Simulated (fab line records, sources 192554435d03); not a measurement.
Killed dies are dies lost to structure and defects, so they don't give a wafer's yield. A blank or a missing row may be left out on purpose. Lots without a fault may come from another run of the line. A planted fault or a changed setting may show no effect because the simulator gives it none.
Which tool did it? | flow n5_finfet | 11 lots, 30 wafers sampled, at 5 steps of a route of 1938

WHAT THE GAUGES READ, wafer by wafer
N5_BEOL_M4_RC_MEAS_101. Usual: DIBL_N 35.9 mV/V, standard deviation 1.3; DIBL_P 35.9 mV/V, standard deviation 1.5; IOFF_N 0.152 nA/um, standard deviation 0.023; IOFF_P 0.204 nA/um, standard deviation 0.027; ION_N 673 uA/um, standard deviation 9.2; ION_P 462 uA/um, standard deviation 6.7; SS_N 71.4 mV/dec, standard deviation 0.48; SS_P 73.2 mV/dec, standard deviation 0.55; VT_N 250.3 mV, standard deviation 2.6; VT_P -250.6 mV, standard deviation 3.
lot  | measured     | on        | DIBL_N (mV/V)  | DIBL_P (mV/V)  | IOFF_N (nA/um)    | IOFF_P (nA/um)    | ION_N (uA/um) | ION_P (uA/um) | SS_N (mV/dec)  | SS_P (mV/dec)  | VT_N (mV)         | VT_P (mV)            | flag
L671 | day 8 12:53  | prober-02 | 35.2 37.0 37.2 | 35.1 38.1 37.3 | 0.120 0.155 0.149 | 0.163 0.207 0.193 | 662 671 659   | 455 468 450   | 70.9 71.2 71.6 | 72.3 72.6 73.2 | 255.4 251.9 250.1 | -253.8 -251.8 -251.3 |
L674 | day 9 18:23  | prober-02 | 36.5 35.0 36.1 | 37.3 36.3 37.1 | 0.167 0.150 0.163 | 0.198 0.182 0.197 | 677 679 680   | 461 452 462   | 70.8 71.0 71.5 | 74.3 73.0 73.2 | 249.8 252.0 248.3 | -253.7 -254.3 -251.2 |
L676 | day 9 16:45  | prober-01 | 36.4 35.5      | 35.8 35.5      | 0.154 0.135       | 0.200 0.189       | 679 666       | 463 463       | 72.0 71.7      | 73.5 72.9      | 249.3 249.8       | -250.5 -253.4        |
L677 | day 10 14:52 | prober-02 | 36.6 36.1      | 35.2 34.5      | 0.144 0.141       | 0.217 0.198       | 665 659       | 462 449       | 71.6 71.9      | 73.5 72.5      | 252.7 253.3       | -248.6 -251.8        |
L678 | day 11 00:23 | prober-02 | 34.8 34.8      | 33.9 34.9      | 0.126 0.130       | 0.161 0.178       | 670 668       | 454 462       | 71.0 71.0      | 73.6 72.1      | 253.6 253.5       | -254.7 -252.7        |
L682 | day 12 02:16 | prober-01 | 35.2 32.5 35.8 | 36.2 33.7 36.4 | 0.158 0.120 0.160 | 0.216 0.180 0.222 | 679 670 671   | 469 462 462   | 71.9 70.6 71.1 | 72.9 72.4 73.5 | 250.1 252.9 251.2 | -248.2 -250.1 -248.6 |
L688 | day 13 14:47 | prober-01 | 36.5 36.6 36.1 | 36.9 37.0 36.0 | 0.146 0.141 0.139 | 0.178 0.178 0.168 | 671 660 674   | 459 451 457   | 70.9 70.4 71.4 | 73.0 72.9 73.4 | 250.3 250.9 249.9 | -251.8 -254.6 -253.8 |
L689 | day 13 14:14 | prober-02 | 34.5 33.8 35.7 | 36.0 35.6 37.6 | 0.143 0.137 0.164 | 0.198 0.187 0.223 | 681 665 681   | 470 466 467   | 71.5 71.2 71.5 | 73.3 73.1 73.5 | 252.2 253.1 249.4 | -248.9 -253.0 -251.9 |
L690 | day 13 17:34 | prober-01 | 36.5 35.8 36.4 | 36.4 35.8 36.3 | 0.174 0.162 0.172 | 0.228 0.218 0.228 | 688 681 677   | 471 469 468   | 71.9 72.0 71.1 | 72.9 72.9 72.5 | 246.3 248.6 245.5 | -248.1 -249.2 -247.2 |
L692 | day 14 01:35 | prober-02 | 35.1 35.0 35.1 | 35.8 36.8 36.6 | 0.128 0.132 0.138 | 0.167 0.175 0.171 | 669 668 672   | 455 454 456   | 71.1 71.7 71.8 | 73.3 73.4 73.2 | 255.3 253.2 252.9 | -254.2 -253.3 -257.5 |
L694 | day 14 22:47 | prober-02 | 35.3 35.2 35.9 | 34.3 34.4 35.3 | 0.134 0.130 0.146 | 0.219 0.216 0.240 | 657 667 678   | 466 471 477   | 71.6 71.4 71.1 | 73.2 72.1 73.7 | 252.8 249.9 251.0 | -247.0 -247.9 -244.7 |

WHICH TOOL RAN EACH LOT (tool, then ch and the chambers of the sampled wafers, then the start)
lot  | N5_BEOL_M3_ANNEAL_87         | N5_BEOL_M3_ANNEAL_91         | N5_BEOL_M3_SPUTTER_94        | N5_BEOL_M3_CO_CAP_55
L671 | pvd_sputter-01, day 7 23:07  | pvd_sputter-01, day 7 23:34  | pvd_sputter-01, day 7 23:55  | cvd_co-01 ch 0,1,2, day 8 01:16
L674 | pvd_sputter-03, day 8 12:21  | pvd_sputter-03, day 8 12:47  | pvd_sputter-03, day 8 13:09  | cvd_co-02 ch 1,2, day 8 14:14
L676 | pvd_sputter-03, day 8 15:15  | pvd_sputter-03, day 8 15:41  | pvd_sputter-03, day 8 16:03  | cvd_co-01 ch 0,1, day 8 17:08
L677 | pvd_sputter-03, day 9 11:39  | pvd_sputter-03, day 9 12:05  | pvd_sputter-03, day 9 12:27  | cvd_co-01 ch 1,2, day 9 13:32
L678 | pvd_sputter-02, day 9 15:10  | pvd_sputter-02, day 9 15:36  | pvd_sputter-02, day 9 15:58  | cvd_co-01 ch 2, day 9 17:02
L682 | pvd_sputter-01, day 10 14:49 | pvd_sputter-01, day 10 15:16 | pvd_sputter-01, day 10 15:37 | cvd_co-02 ch 0,1,2, day 10 16:43
L688 | pvd_sputter-02, day 12 08:26 | pvd_sputter-02, day 12 08:52 | pvd_sputter-02, day 12 09:14 | cvd_co-02 ch 0,1, day 12 10:19
L689 | pvd_sputter-02, day 12 12:15 | pvd_sputter-02, day 12 12:41 | pvd_sputter-02, day 12 13:03 | cvd_co-02 ch 0,1, day 12 14:08
L690 | pvd_sputter-01, day 12 23:50 | pvd_sputter-01, day 13 00:17 | pvd_sputter-01, day 13 00:38 | cvd_co-01 ch 0,2, day 13 05:00
L692 | pvd_sputter-02, day 13 06:59 | pvd_sputter-02, day 13 07:25 | pvd_sputter-02, day 13 07:47 | cvd_co-02 ch 0,2, day 13 09:07
L694 | pvd_sputter-02, day 13 19:54 | pvd_sputter-02, day 13 20:20 | pvd_sputter-02, day 13 20:42 | cvd_co-01 ch 0,1,2, day 13 21:52
- N5_BEOL_M3_ANNEAL_87: time 240 s.
- N5_BEOL_M3_ANNEAL_91: time 240 s.
- N5_BEOL_M3_SPUTTER_94: material Cu, target thk 4.5 nm, time 8.29 s.
- N5_BEOL_M3_CO_CAP_55: material Co, precursor CCTBA/H2, target thk 2 nm, time 102.1 s.

WHAT THE TOOLS THEMSELVES READ (means of the sampled wafers that have a number; where no wafer has one, the mark that the record gives instead)
N5_BEOL_M3_ANNEAL_87. Usual: heater_power_w 818 W, standard deviation 80.
lot  | tool           | heater_power_w (W) | flag
L671 | pvd_sputter-01 | 776                |
L674 | pvd_sputter-03 | 780                |
L676 | pvd_sputter-03 | 756                |
L677 | pvd_sputter-03 | 749                |
L678 | pvd_sputter-02 | 896                |
L682 | pvd_sputter-01 | 798                |
L688 | pvd_sputter-02 | 897                |
L689 | pvd_sputter-02 | 884                |
L690 | pvd_sputter-01 | 809                |
L692 | pvd_sputter-02 | 753                |
L694 | pvd_sputter-02 | 807                |

N5_BEOL_M3_ANNEAL_91. Usual: heater_power_w 817 W, standard deviation 81.
lot  | tool           | heater_power_w (W) | flag
L671 | pvd_sputter-01 | 775                |
L674 | pvd_sputter-03 | 797                |
L676 | pvd_sputter-03 | 763                |
L677 | pvd_sputter-03 | 740                |
L678 | pvd_sputter-02 | 909                |
L682 | pvd_sputter-01 | 800                |
L688 | pvd_sputter-02 | 866                |
L689 | pvd_sputter-02 | 872                |
L690 | pvd_sputter-01 | 805                |
L692 | pvd_sputter-02 | 770                |
L694 | pvd_sputter-02 | 822                |

N5_BEOL_M3_SPUTTER_94. Usual: throttle_valve_pct 30.1 %, standard deviation 1.1.
lot  | tool           | throttle_valve_pct (%) | flag
L671 | pvd_sputter-01 | 29.6                   |
L674 | pvd_sputter-03 | 30.7                   |
L676 | pvd_sputter-03 | 30.4                   |
L677 | pvd_sputter-03 | 30.6                   |
L678 | pvd_sputter-02 | 31.5                   |
L682 | pvd_sputter-01 | 29.6                   |
L688 | pvd_sputter-02 | 30.0                   |
L689 | pvd_sputter-02 | 29.9                   |
L690 | pvd_sputter-01 | 29.0                   |
L692 | pvd_sputter-02 | 30.1                   |
L694 | pvd_sputter-02 | 30.0                   |

N5_BEOL_M3_CO_CAP_55. Usual: heater_power_w 238 W, standard deviation 29; run_length_s 125.0 s, standard deviation 0.57.
lot  | tool      | heater_power_w (W) | run_length_s (s) | flag
L671 | cvd_co-01 | 248                | 125.0            |
L674 | cvd_co-02 | 215                | 124.9            |
L676 | cvd_co-01 | 226                | 101.8            | OFF
L677 | cvd_co-01 | 270                | 112.8            | OFF
L678 | cvd_co-01 | 288                | 101.5            | OFF
L682 | cvd_co-02 | 229                | 124.7            |
L688 | cvd_co-02 | 247                | 124.7            |
L689 | cvd_co-02 | 250                | 124.7            |
L690 | cvd_co-01 | 233                | 125.6            |
L692 | cvd_co-02 | 229                | 125.5            |
L694 | cvd_co-01 | 249                | 125.0            |

THE ANSWER, worked out from the rows above alone
Rule: a lot is off if the mean of its wafers that have a number lies more than 3 standard deviations from the usual mean. A lot without any number at a reading at which 4 lots or more have one is off too. The other lots that the step has rows for count as sound. The gauges are gone through in route order, then the tools' own readings, and for those a lot's mean is taken as printed above. The first step at which some lot is off is used, and at that step the reading that is off furthest; a lot without a number counts as furthest.
Off: L676, L677, L678, at N5_BEOL_M3_CO_CAP_55 (run_length_s).
A tool fits if, at that step or a process step before it, it ran every lot that is off, and no sound lot after the first of them. None of those tried fits.

WHAT THE SIMULATOR HAD PUT IN
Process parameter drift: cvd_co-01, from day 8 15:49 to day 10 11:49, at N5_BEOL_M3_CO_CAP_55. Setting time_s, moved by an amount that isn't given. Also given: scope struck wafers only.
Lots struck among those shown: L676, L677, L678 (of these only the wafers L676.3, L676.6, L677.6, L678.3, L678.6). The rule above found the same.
